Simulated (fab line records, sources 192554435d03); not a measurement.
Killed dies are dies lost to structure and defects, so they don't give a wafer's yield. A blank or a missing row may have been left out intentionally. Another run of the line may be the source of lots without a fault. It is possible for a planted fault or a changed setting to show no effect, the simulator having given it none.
fab line records ; flow n5_finfet
[record] lots = 5; wafers = 15; last_day = 18
route steps=1938 shown BEOL_M0_SAQP@661 BEOL_M0_CUTY@701 BEOL_M4@1111 PASSIVATION@1936
lots untouched by any fault: they come from a run of this same line in which no faults occurred
start_h: hours from the record's opening day to when the first of the lot's shown wafers began ; wait_h: hours since the lot's step before ; " unchanged from the row above ; L1.1+2: one row covering several wafers at once ; - no value, or no start given ; * or withheld: withheld ; < > ~ a bound
route shown NAME@n: names a module that has steps shown in the file, with the first one's number in the route ; usual: mean and standard deviation over wafers with no fault ; same: alike in all rows ; chamber/n: place in a boat ; sites: readings site by site ; _std_site: their standard deviation ; _edge_site: inner sites' mean taken away from outer sites' mean ; radius_mm: how far each site lies from the wafer's centre ; mask NAME#n: copy n ; behind: tool/chamber where the wafer was last shaped ; hold: cause of the lot's hold/its duration in hours/its outcome ; device: which transistor (n, p or np) failed to switch ; end of line: the tests these same wafers got at the end of their route ; where a step has no rows: the recipe by itself ; killed: the dies lost at the first sort to structure and to defects; this is not the yield of the wafer ; map: the dies of a wafer, with x for killed, . for not killed, _ for no die there
set.NAME: the run value of the setting; set.NAME@STEP: its run value at that earlier step ; model.NAME: the simulator's own value behind a step, which no gauge read
lots seen at some steps along the route; tables by step, rows by wafer
services: the hour from which a tool's chamber was out of use, counted from the record's first day as start_h (under 0 if before that day), plus the number of hours and why
[[steps]]
[step N5_BEOL_M0_SAQP_SRD_93]
[recipe] dry = ipa_marangoni; time_s = 30; temp_c = 23; rinse_liquid = diw
[step N5_BEOL_M0_SAQP_RECESS_114]
[recipe] chemistry = HF/NH3; target = SiO2; target_depth_a = 144; afs_cycles = 3; temp_c = 30; sublimation_temp_c = 180; sublimation_time_s = 60
[step N5_BEOL_M0_SAQP_SPACER1_ALD_98]
[recipe] material = SiO2; target_thk_a = 128; temp_c = 300; ald_precursor_family = BDEAS; ald_co_reactant = O2-plasma; pulse_time_s = 1; purge_time_s = 2; co_reactant_purge_time_s = 2; ald_cycles = 138; pressure_torr = 2
[step N5_BEOL_M0_SAQP_SPACER1_ETCHBACK_99]
[recipe] chemistry = CHF3/O2; mode = anisotropic_etchback; target = SiO2; target_depth_a = 154; time_s = 7.7; pressure_mtorr = 30; source_w = 650; bias_w = 170; Ar_flow_sccm = 200; CHF3_flow_sccm = 50; O2_flow_sccm = 5; ion_energy_ev = 200
[step N5_BEOL_M0_SAQP_MANDREL1_REMOVE_100]
[recipe] chemistry = HBr/Cl2/O2; bt_time_s = 10; target = a-Si; stop_on = SiNx; endpoint = OES-SiCl; over_etch_frac = 0.85; icp_w = 600; bias_w = 30; HBr_flow_sccm = 150; Cl2_flow_sccm = 80; O2_flow_sccm = 5; pressure_mtorr = 10
[step N5_BEOL_M0_SAQP_ETCH_101]
[recipe] chemistry = CH3F/O2; target = SiNx; mask_material = SiO2; target_depth_a = 299; time_s = 42.7; pressure_mtorr = 30; source_w = 395; bias_w = 73; Ar_flow_sccm = 150; CH3F_flow_sccm = 30; O2_flow_sccm = 20; ion_energy_ev = 120
[step N5_BEOL_M0_SAQP_ETCH_102]
[recipe] chemistry = CF4; target = SiO2; target_depth_a = 40; ion_energy_ev = 350; time_s = 4.4; pressure_mtorr = 10; icp_w = 800; bias_w = 400; cf4_flow_sccm = 80
[step N5_BEOL_M0_SAQP_MANDREL_ETCH_103]
[recipe] chemistry = HBr/Cl2; target = a-Si; target_depth_a = 450; bt_time_s = 10; stop_on = SiCN; mask_material = SiO2; over_etch_frac = 0.8; time_s = 27; pressure_mtorr = 10; icp_w = 800; bias_w = 75; HBr_flow_sccm = 150; Cl2_flow_sccm = 80; ends = end_point
[step N5_BEOL_M0_SAQP_RECESS_104]
[recipe] chemistry = HF/NH3; target = SiO2; target_depth_a = 180; afs_cycles = 3; temp_c = 30; sublimation_temp_c = 180; sublimation_time_s = 60
[step N5_BEOL_M0_SAQP_COAT_105]
[recipe] resist = SOC; temp_c = 250; time_s = 60; spin_rpm = 1500; resist_thk_nm = 100
[step N5_BEOL_M0_SAQP_ETCH_106]
[recipe] chemistry = N2/H2; target = SOC; target_depth_a = 1500; stop_on = SiNx; ion_energy_ev = 100; bias_w = 61; pressure_mtorr = 30; source_w = 850; n2_flow_sccm = 200; h2_flow_sccm = 200
[step N5_BEOL_M0_SAQP_ETCH_107]
[recipe] chemistry = CH3F/O2; target = SiNx; target_depth_a = 300; mask_material = SOC; pressure_mtorr = 30; source_w = 395; bias_w = 73; Ar_flow_sccm = 150; CH3F_flow_sccm = 30; O2_flow_sccm = 20; ion_energy_ev = 120
[usual] drypump_motor_current_A = 5.8/0.42; oes_product_au = 0.76/0.064; rf_fwd_power_W = 390.6/1.5; rf_vpp_V = 299/5.7; showerhead_plenum_p_Torr = 2.00/0.074; throttle_valve_pct = 16.43/0.18
lot.wafer;tool;chamber;start_h;wait_h;drypump_motor_current_A;oes_product_au;rf_fwd_power_W;rf_hours_counter_h;rf_vpp_V;showerhead_plenum_p_Torr;throttle_valve_pct
L264.2;rie_diel-05;2;153.98;0.0;5.6;0.72;392.8;204;289;2.08;16.46
L264.3;rie_diel-05;1;153.98;0.0;5.7;0.72;391.9;166;301;1.92;16.76
L264.5;rie_diel-05;1;153.98;0.0;5.7;0.72;391.7;-;301;1.92;16.78
L272.1;rie_diel-05;3;188.68;0.0;5.6;0.71;390.2;221;302;2.07;16.48
L272.5;rie_diel-05;3;188.68;0.0;5.6;0.71;389.6;-;299;2.07;16.49
L272.6;rie_diel-05;0;188.68;0.0;5.8;0.83;390.2;-;312;2.11;16.40
L273.1;rie_diel-05;0;194.98;0.0;5.9;0.85;390.4;79;310;2.11;16.41
L273.3;rie_diel-05;2;194.98;0.0;5.6;0.71;392.6;217;288;2.07;16.48
L273.4;rie_diel-05;1;194.98;0.0;5.7;0.71;392.6;179;301;1.92;16.79
L275.4;rie_diel-05;1;206.42;0.0;5.7;0.71;391.1;182;302;1.92;16.80
L275.5;rie_diel-05;0;206.42;0.0;5.8;0.84;391.6;-;310;2.11;16.41
L275.6;rie_diel-05;1;206.42;0.0;5.7;0.71;391.4;-;302;1.92;16.79
L281.1;rie_diel-02;2;243.38;0.0;4.9;0.72;391.0;204;299;1.97;16.28
L281.3;rie_diel-02;0;243.38;0.0;5.8;0.73;390.8;183;296;1.99;16.29
L281.5;rie_diel-02;3;243.38;0.0;5.9;0.68;389.3;-;296;1.90;16.48
[step N5_BEOL_M0_SAQP_STRIP_108]
[recipe] chemistry = N2/H2; power_w = 500; temp_c = 40; pressure_mtorr = 50; rf_frequency_hz = 6e+07; overash_fraction = 0.3; bias_power_w = 28; h2_frac = 0.5; n2_flow_sccm = 300; h2_flow_sccm = 300
[step N5_BEOL_M0_SAQP_RECESS_109]
[recipe] chemistry = HF/NH3; target = SiO2; target_depth_a = 30; afs_cycles = 1; temp_c = 30; sublimation_temp_c = 180; sublimation_time_s = 60
[step N5_BEOL_M0_SAQP_SPACER2_ALD_26]
[recipe] material = SiO2; target_thk_a = 150; temp_c = 300; ald_precursor_family = BDEAS; ald_co_reactant = O2-plasma; pulse_time_s = 1; purge_time_s = 2; co_reactant_purge_time_s = 2; pressure_torr = 2
[step N5_BEOL_M0_SAQP_SPACER2_ETCHBACK_27]
[recipe] chemistry = CHF3/O2; mode = anisotropic_etchback; target = SiO2; target_depth_a = 225; time_s = 11.25; pressure_mtorr = 30; source_w = 650; bias_w = 170; Ar_flow_sccm = 200; CHF3_flow_sccm = 50; O2_flow_sccm = 5; ion_energy_ev = 200
[step N5_BEOL_M0_SAQP_MANDREL2_REMOVE_110]
[recipe] chemistry = HBr/Cl2/O2; bt_time_s = 10; target = a-Si; stop_on = SiCN; endpoint = OES-SiCl; over_etch_frac = 1; icp_w = 600; bias_w = 30; HBr_flow_sccm = 150; Cl2_flow_sccm = 80; O2_flow_sccm = 5; pressure_mtorr = 10
[step N5_BEOL_M0_SAQP_COAT_69]
[recipe] resist = SOC; temp_c = 250; time_s = 60; spin_rpm = 1500; resist_thk_nm = 90
[step N5_BEOL_M0_SAQP_COAT_72]
[recipe] resist = SiARC; temp_c = 220; time_s = 60; spin_rpm = 1500; resist_thk_nm = 15
[step N5_BEOL_M0_SAQP_COAT_87]
[recipe] resist = underlayer; temp_c = 205; time_s = 60; spin_rpm = 1500; resist_thk_nm = 5
[step N5_BEOL_M0_SAQP_COAT_34]
[recipe] resist = CAR-EUV; spin_rpm = 1500; resist_thk_nm = 30
[step N5_BEOL_M0_SAQP_EBR_36]
[recipe] solvent = PGMEA; ebr_width_mm = 1.5
[step N5_BEOL_M0_SAQP_SOFTBAKE_35]
[recipe] temp_c = 110; time_s = 60; resist = CAR-EUV
[step N5_BEOL_M0_SAQP_EXPOSE_37]
[recipe] mask_id = M0_CUT1; na = 0.33; source_shape = annular; sigma_inner = 0.35; sigma_outer = 0.8; polarization = unpolarized; target_cd_nm = 30; dose_mj = 44.75
[step N5_BEOL_M0_SAQP_PEB_38]
[recipe] peb_temp_c = 100; peb_time_s = 60; resist = CAR-EUV
[step N5_BEOL_M0_SAQP_DEVELOP_39]
[recipe] develop_time_s = 30; developer = TMAH; resist = CAR-EUV; rinse_liquid = surfactant_rinse; dry = air_spin; dev_temp_c = 23
[step N5_BEOL_M0_SAQP_INSPECT_42]
[recipe] mode = adi; inspect_instrument = brightfield
[usual] raw_defect_count = 291/87
lot.wafer;tool;chamber;start_h;wait_h;raw_defect_count
L264.2;defect_inspect-01;-;155.69;0.0;383
L264.3;defect_inspect-01;-;155.69;0.0;330
L264.5;defect_inspect-01;-;155.69;0.0;415
L272.1;defect_inspect-01;-;190.72;0.1;1729
L272.5;defect_inspect-01;-;190.72;0.1;1871
L272.6;defect_inspect-01;-;190.72;0.1;1778
L273.1;defect_inspect-02;-;196.62;0.1;1610
L273.3;defect_inspect-02;-;196.62;0.1;1517
L273.4;defect_inspect-02;-;196.62;0.1;1550
L275.4;defect_inspect-02;-;208.20;0.0;1764
L275.5;defect_inspect-02;-;208.20;0.0;1747
L275.6;defect_inspect-02;-;208.20;0.0;1748
L281.1;defect_inspect-01;-;244.85;0.1;222
L281.3;defect_inspect-01;-;244.85;0.1;180
L281.5;defect_inspect-01;-;244.85;0.1;194
[step N5_BEOL_M0_SAQP_DESCUM_45]
[recipe] chemistry = O2; time_s = 7; source_power_w = 50; bias_power_w = 20; pressure_mtorr = 20; rf_frequency_hz = 2.712e+07; temp_c = 40; resist = CAR-EUV; o2_flow_sccm = 225
[step N5_BEOL_M0_SAQP_ETCH_88]
[recipe] chemistry = N2/H2; target = underlayer; target_depth_a = 65; time_s = 5.2; ion_energy_ev = 200; mask_material = CAR-EUV; pressure_mtorr = 30; source_w = 840; bias_w = 150; n2_flow_sccm = 200; h2_flow_sccm = 200; ends = cleared
[step N5_BEOL_M0_SAQP_ETCH_73]
[recipe] chemistry = CF4; target = SiARC; target_depth_a = 195; mask_material = CAR-EUV; time_s = 32.5; ion_energy_ev = 80; pressure_mtorr = 40; source_w = 545; bias_w = 36; Ar_flow_sccm = 100; cf4_flow_sccm = 100; ends = cleared
[step N5_BEOL_M0_SAQP_CUT_ETCH_46]
[recipe] chemistry = N2/H2; target = SOC; target_depth_a = 1350; overetch_a = 270; temp_c = 40; time_s = 202.5; ion_energy_ev = 200; mask_material = SiARC; pressure_mtorr = 30; source_w = 840; bias_w = 150; n2_flow_sccm = 200; h2_flow_sccm = 200
[step N5_BEOL_M0_SAQP_STRIP_74]
[recipe] chemistry = N2/H2; temp_c = 40; n2_flow_sccm = 200; h2_flow_sccm = 200; rf_frequency_hz = 6e+07
[step N5_BEOL_M0_SAQP_STRIP_89]
[recipe] chemistry = N2/H2; temp_c = 40; n2_flow_sccm = 200; h2_flow_sccm = 200; rf_frequency_hz = 6e+07
[step N5_BEOL_M0_SAQP_ALD_48]
[recipe] material = SiO2; target_thk_a = 200; temp_c = 100; ald_precursor_family = BDEAS; ald_co_reactant = O2-plasma; pulse_time_s = 1; co_reactant_pulse_time_s = 1; purge_time_s = 2; co_reactant_purge_time_s = 2; ald_cycles = 139; pressure_torr = 2
[step N5_BEOL_M0_SAQP_ETCH_49]
[recipe] chemistry = CF4/O2; target_depth_a = 370; target = SiO2; pressure_mtorr = 40; source_w = 535; bias_w = 49; Ar_flow_sccm = 100; cf4_flow_sccm = 100; O2_flow_sccm = 10; ion_energy_ev = 100
[step N5_BEOL_M0_SAQP_STRIP_75]
[recipe] chemistry = CF4; resist = SiARC; power_w = 300; bias_power_w = 75; pressure_mtorr = 50; cf4_flow_sccm = 150; rf_frequency_hz = 6e+07
[step N5_BEOL_M0_CUTY_COAT_50]
[recipe] resist = SiARC; temp_c = 220; time_s = 60; spin_rpm = 1500; resist_thk_nm = 15
[step N5_BEOL_M0_CUTY_COAT_51]
[recipe] resist = CAR-ArF-block; spin_rpm = 1500; resist_thk_nm = 150
[step N5_BEOL_M0_CUTY_INSPECT_59]
[recipe] mode = adi; inspect_instrument = macro
[usual] raw_defect_count = 2.0/1.4
lot.wafer;tool;chamber;start_h;wait_h;raw_defect_count
L264.2;defect_inspect-01;-;156.95;0.0;1
L264.3;defect_inspect-01;-;156.95;0.0;1
L264.5;defect_inspect-01;-;156.95;0.0;3
L272.1;defect_inspect-02;-;191.98;0.0;>300
L272.5;defect_inspect-02;-;191.98;0.0;>300
L272.6;defect_inspect-02;-;191.98;0.0;>300
L273.1;defect_inspect-01;-;198.38;0.0;>300
L273.3;defect_inspect-01;-;198.38;0.0;>300
L273.4;defect_inspect-01;-;198.38;0.0;>300
L275.4;defect_inspect-02;-;209.50;0.0;>300
L275.5;defect_inspect-02;-;209.50;0.0;>300
L275.6;defect_inspect-02;-;209.50;0.0;>300
L281.1;defect_inspect-02;-;246.33;0.0;1
L281.3;defect_inspect-02;-;246.33;0.0;0
L281.5;defect_inspect-02;-;246.33;0.0;5
[step N5_BEOL_M4_RC_MEAS_101]
[usual] DIBL_N = 36.0/1.6; DIBL_P = 36.1/2; IOFF_N = 0.160/0.029; IOFF_P = 0.21/0.039; ION_N = 675/13; ION_P = 464/8.8; SS_N = 71.5/0.58; SS_P = 73.3/0.65; VT_N = 250/3.3; VT_P = -249/3.6
lot.wafer;tool;chamber;start_h;wait_h;DIBL_N[mV/V];DIBL_P[mV/V];IOFF_N[nA/um];IOFF_P[nA/um];ION_N[uA/um];ION_P[uA/um];SS_N[mV/dec];SS_P[mV/dec];VT_N[mV];VT_P[mV]
L264.2;prober-02;0;204.80;0.2;36.0;34.9;0.136;0.20;663;461;71.1;72.7;252;-248
L264.3;prober-02;0;204.80;0.2;37.8;37.3;0.179;0.24;683;467;71.7;73.8;248;-248
L264.5;prober-02;0;204.80;0.2;36.9;36.2;0.153;0.22;688;471;71.0;73.2;250;-245
L272.1;prober-01;0;238.30;0.0;34.3;33.0;0.147;0.19;674;464;71.0;73.0;250;-248
L272.5;prober-01;0;238.30;0.0;35.2;35.4;0.157;0.21;670;460;70.6;73.1;247;-248
L272.6;prober-01;0;238.30;0.0;36.9;36.1;0.189;0.24;674;463;70.8;73.1;247;-244
L273.1;prober-02;0;244.03;0.0;36.5;35.4;0.163;0.22;673;463;71.4;73.5;250;-248
L273.3;prober-02;0;244.03;0.0;34.7;34.4;0.143;0.20;686;467;71.8;72.1;249;-251
L273.4;prober-02;0;244.03;0.0;37.0;36.9;0.184;0.24;688;476;71.2;74.4;243;-245
L275.4;prober-02;0;268.35;0.5;35.2;36.3;0.154;0.23;669;466;72.0;73.8;249;-247
L275.5;prober-02;0;268.35;0.5;33.2;33.6;0.123;0.19;671;468;70.5;72.8;252;-247
L275.6;prober-02;0;268.35;0.5;37.5;38.1;0.183;0.24;667;463;71.9;73.9;249;-249
L281.1;prober-02;0;303.28;0.0;34.6;34.1;0.130;0.18;657;452;71.7;72.8;254;-251
L281.3;prober-02;0;303.28;0.0;36.9;38.1;0.192;0.26;674;464;71.4;73.9;248;-246
L281.5;prober-02;0;303.28;0.0;33.7;33.0;0.120;0.17;660;454;71.5;72.7;255;-252
[step N5_PASSIVATION_PROBE_49]
[usual] defect_limited_yield = 91.0/1.3; killed_at_M0_to_M3 = 36/9.5; killed_at_M4_up = 14/5.6; killed_at_contacts = 12/6.4; killed_at_front_end = 40/10; killed_at_other = 3.2/3; killed_dies = 107/15; killed_on_rim = 15/4.5; killed_open = 69/12; killed_short = 35/7.7; sort_bin_5_function = 5.3/0.91; sort_bin_6_memory = 3.3/0.65; sort_n_pass = 1073/15; sort_yield_pct = 91.0/1.3
[same] gross_dies = 1180; killed_at_back_side = 0; sort_bin_4_leakage[%] = 0; sort_bin_8_speed[%] = 0
lot.wafer;tool;chamber;start_h;wait_h;defect_limited_yield[%];killed_at_M0_to_M3;killed_at_M4_up;killed_at_contacts;killed_at_front_end;killed_at_other;killed_dies;killed_on_rim;killed_open;killed_short;sort_bin_5_function[%];sort_bin_6_memory[%];sort_n_pass;sort_yield_pct[%]
L272.1;prober-02;-;354.61;0.0;84.2;93;15;16;57;5;186;35;81;41;9.2;4.4;994;84.2
L272.5;prober-02;-;354.81;0.2;84.6;109;17;11;44;1;182;38;70;42;8.6;4.8;998;84.6
L272.6;prober-02;-;354.86;0.3;77.2;191;14;28;35;1;269;35;68;38;13.0;4.9;911;77.2
L273.1;prober-02;-;358.16;0.0;77.8;197;18;4;41;2;262;33;77;35;13.1;5.1;918;77.8
L273.3;prober-02;-;358.26;0.1;76.8;201;14;7;49;3;274;19;71;37;13.2;5.1;906;76.8
L273.4;prober-02;-;358.31;0.2;83.6;120;26;5;36;6;193;32;71;30;8.8;3.9;987;83.6
L275.4;prober-01;-;382.06;0.2;80.1;142;18;22;41;12;235;41;75;59;12.1;4.6;945;80.1
L275.5;prober-01;-;382.11;0.2;79.2;194;11;21;19;1;246;25;64;28;12.5;4.5;934;79.2
L275.6;prober-01;-;382.16;0.3;82.1;143;16;12;27;13;211;31;72;34;10.7;4.3;969;82.1
// killed by level:class
L272.1 BEOL_M0_SAQP:unspecified=60 STI_FIN_REVEAL:geometric_particle:open=15 GATE_CUT:geometric_particle:short=10 MOL_CONTACT_COAG:geometric_particle:open=9 BEOL_M2:geometric_particle:open=9 MOL_CONTACT_COAG:geometric_particle:short=7 BEOL_M3:geometric_particle:open=7 FIN_SAQP:geometric_particle:short=6
L272.5 BEOL_M0_SAQP:unspecified=65 BEOL_M0_SAQP:geometric_particle:open=14 STI_FIN_REVEAL:geometric_particle:open=11 MOL_CONTACT_COAG:geometric_particle:open=8 BEOL_M0_SAQP:geometric_particle:short=8 BEOL_M2:geometric_particle:open=8 GATE_CUT:geometric_particle:short=6 DUMMY_GATE:geometric_particle:open=5
L272.6 BEOL_M0_SAQP:unspecified=147 MOL_CONTACT_COAG:geometric_particle:open=22 BEOL_M0_SAQP:geometric_particle:short=12 BEOL_M2:geometric_particle:open=10 HKMG_FIN:area_etch=10 STI_FIN_REVEAL:geometric_particle:open=8 BEOL_M0_SAQP:geometric_particle:open=8 MOL_CONTACT_COAG:geometric_particle:short=6
L273.1 BEOL_M0_SAQP:unspecified=148 BEOL_M1:geometric_particle:open=19 STI_FIN_REVEAL:geometric_particle:open=13 BEOL_M0_SAQP:geometric_particle:short=8 BEOL_M0_SAQP:geometric_particle:open=8 FIN_SAQP:geometric_particle:short=6 GATE_CUT:geometric_particle:short=5 BEOL_M2:geometric_particle:open=5
L273.3 BEOL_M0_SAQP:unspecified=163 STI_FIN_REVEAL:geometric_particle:open=14 FIN_SAQP:geometric_particle:open=9 BEOL_M1:geometric_particle:short=9 BEOL_M2:geometric_particle:open=7 BEOL_M4:geometric_particle:open=7 BEOL_M0_SAQP:geometric_particle:short=6 FIN_SAQP:geometric_particle:short=5
L273.4 BEOL_M0_SAQP:unspecified=92 STI_FIN_REVEAL:geometric_particle:open=10 BEOL_M1:geometric_particle:open=9 BEOL_M4:geometric_particle:open=9 FIN_SAQP:geometric_particle:open=7 BEOL_M0_SAQP:geometric_particle:short=6 FIN_SAQP:geometric_particle:short=5 MOL_CONTACT_COAG:geometric_particle:open=4
L275.4 BEOL_M0_SAQP:unspecified=98 MOL_CONTACT_COAG:geometric_particle:open=17 BEOL_M0_SAQP:geometric_particle:short=14 FIN_SAQP:geometric_particle:short=9 BEOL_M0_SAQP:geometric_particle:open=7 BEOL_M0:geometric_particle:open=7 FIN_SAQP:geometric_particle:open=6 GATE_CUT:geometric_particle:short=6
L275.5 BEOL_M0_SAQP:unspecified=154 MOL_CONTACT_COAG:geometric_particle:open=15 BEOL_M0_SAQP:geometric_particle:short=10 FIN_SAQP:geometric_particle:open=8 MOL_CONTACT_COAG:geometric_particle:short=6 BEOL_M1:geometric_particle:open=6 BEOL_M0:geometric_particle:open=5 BEOL_M2:geometric_particle:open=5
L275.6 BEOL_M0_SAQP:unspecified=104 MOL_CONTACT_COAG:geometric_particle:open=11 BEOL_M0_SAQP:geometric_particle:short=11 FIN_SAQP:geometric_particle:open=10 BEOL_M1:geometric_particle:open=9 GATE_CUT:geometric_particle:short=6 PAD_METAL:geometric_particle:open=5 BEOL_M0_SAQP:geometric_particle:open=5
// map L272.6 (x killed, . not)
_________________x.....xx....________________
______________..x.x.....x......._____________
___________............x.......x...__________
__________.........x.......x....xxx._________
________..x.......x.......x...x.xx.xxx_______
_______....x....x...........xxxxxxxxxxx______
______.x..................x.xxxxxxxxxxxx_____
_____.........xxxx..........xxxxxxxxxxxxx____
____...................xx...xxxxxxxxxxxxxx___
___.x............x....x....xxxxxxxxxxxxxxxx__
___........................xxxxxxxxxxxxxxx.__
__xx.............xx.........xxxxxxxxxxxxxxx._
__.xx.................x...xxxxxxxxxxxxxx.x.x_
_..........xx.................xxxxxxxxxxxx...
_.......x....x............x...xxxxxxxxx.x....
_x.x........................xx.xxx.x.........
_......x............x..............xx.x......
_....x.x..x..........x...x...........x.......
_x...........xx........x..x...........x......
_..................x........x....x....x..x.x.
_.........................x.....x....xx..x...
__x........................x..x............._
__x...x......x..xx...........x.x............_
___................x....x..x......x...x....__
___.x..........x....x.................x....__
____........x........x.x.xx...x.x.........___
_____....xx....................xx.....x..____
______.x....x.....x...........xx........_____
_______.............x....x.x....x......______
________...x...x......................_______
__________...x............x....x...._________
___________...........x.......x....__________
______________..xx.x.......xx..._____________
_________________............________________
// map L273.3 (x killed, . not)
_________________........xx..________________
______________.............x.x.._____________
___________.x.x......x.x...x....x..__________
__________.............x..........x._________
________...xx....x.x..............x..._______
_______x..x..xx.......x...........x....______
______.....x...........................x_____
_____..................xxx...............____
____xx.x......x.....x.....x.....xx.....x..___
___......x.x......x...x..................x.__
___...........................x......x.....__
__.........x....x..........................._
__.x.....x......................x.......x.x._
_............x..x............................
_...........x................................
_......x.x...........................x.....x.
_...................xxx.....................x
_...............xx.xx..x.....................
_.x....x.....x.xxxxxxxxx.x..xx..x......x.....
_...x...x...x.x.x.xxxxxxxx.x.x...........x...
_..........x.xxxxxxxxxxxxxx.x..........x.....
__.x....x..x..xxxxxxxxxxxxxx.x.x..x.....x..._
__.x.........xxxxxxxxxxxxxx.x.....x........._
___........xxxxxxxxxxxxxxxx...xx...x......x__
___...x....x.xxxxxxxxxxxxxx.xx..........x..__
____.........xxxxxxxxxxxxxx.........xx....___
_____x.x....x.xxxxxxxxxxxxxx.............____
______....x..x.xxxxxxxxxxxxx...x..x....._____
_______......x.x..xxx.xxx........x.....______
________.........x.xxx.x.............._______
__________...x..x.xxxxx.xx.x......x._________
___________........x....x.x........__________
______________.................._____________
_________________.x.......x..________________
[[services]]
tool;chamber;start_h;hours;kind
rie_diel-02;1;163.00;10.2;repair
rie_diel-05;1;177.64;1.4;repair
[[key]]
[first_sign] step = N5_BEOL_M0_SAQP_INSPECT_42; reading = raw_defect_count; direction = up; sigmas = 16; usual = 291; struck = 1702
[effect] step = N5_BEOL_M0_CUTY_INSPECT_59; reading = raw_defect_count; direction = up; sigmas = 99+; usual = 2.0; struck = >300
[effect] step = N5_PASSIVATION_PROBE_49; reading = killed_at_M0_to_M3; direction = up; sigmas = 12; usual = 36; struck = 154
[more_kills_born_at] N5_BEOL_M0_SAQP_ETCH_107@rie_diel-05 = 1031
met_at N5_BEOL_M0_SAQP_ETCH_107
struck_wafers L272.1,L272.5,L272.6,L273.1,L273.3,L273.4,L275.4,L275.5,L275.6
[baseline_loss] step = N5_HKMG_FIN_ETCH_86; wafers = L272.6
onset_between 153.98 188.68
[fault] kind = chamber_particle_source; tool = rie_diel-05; chamber = -; onset_h = 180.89; steps = N5_BEOL_M0_SAQP_ETCH_107; rate_per_visit_cm2 = 2.1005; end_h = 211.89
// baseline_loss: these wafers lose ten dies or more at that step, a loss of the line's own and not of a fault; the sort's usual values leave them out
